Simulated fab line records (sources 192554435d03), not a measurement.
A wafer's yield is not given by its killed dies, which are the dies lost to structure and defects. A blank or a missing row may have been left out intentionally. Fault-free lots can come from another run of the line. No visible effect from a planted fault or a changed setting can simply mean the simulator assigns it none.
Chamber matching -- flow n5_finfet -- 3 sister chambers for N5_BEOL_M5_CURE_79 on uv_cure-02
The step cures SiCOH lowk, time 240 s. 6 wafers are shown with their chamber, then 8 later ones without.

WAFERS PAIRED WITH THEIR CHAMBERS
wafer,chamber,wafer_temp_C_max,lamp_power_pct (%)
L077.5,1,386.4,52.27
L077.6,1,386.5,52.32
L080.2,0,386.2,52.29
L080.4,0,386.2,52.32
L087.5,2,386.0,52.38
L091.1,2,386.2,52.35

WAFERS WITHOUT THEIR CHAMBER
wafer,wafer_temp_C_max,lamp_power_pct (%)
L091.2,386.6,52.35
L091.6,386.2,52.33
L092.1,386.2,52.22
L092.3,386.0,52.29
L092.4,385.7,52.33
L096.2,385.9,52.30
L096.4,386.1,52.31
L096.5,386.7,52.30

WHICH CHAMBER EACH WENT THROUGH
wafer,from the rows above,in truth
L091.2,1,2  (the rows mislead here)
L091.6,can't be placed: 0 or 2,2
L092.1,can't be placed: 0 or 1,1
L092.3,can't be placed: 0 or 2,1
L092.4,can't be placed: 2 or 0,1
L096.2,can't be placed: 2 or 0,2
L096.4,can't be placed: 0 or 2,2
L096.5,1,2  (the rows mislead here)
Placed correctly: 0 of 8. Can't be placed from these rows: 6 (the true chamber is among the candidates in 4). Placed wrongly: 2.
How it was worked out, from the rows above alone: a wafer's distance from a chamber is the root of the sum, over the readings, of the square of ((its reading less the chamber's mean) divided by the reading's scatter). The wafer belongs to the nearest chamber; if the next one is less than 2 further off, it can't be placed. For every chamber, the mean is computed from those of its wafers that are shown. The scatter is the square root of a quotient: the sum, over the shown wafers, of each reading's squared deviation from its chamber's mean, divided by wafers minus chambers.
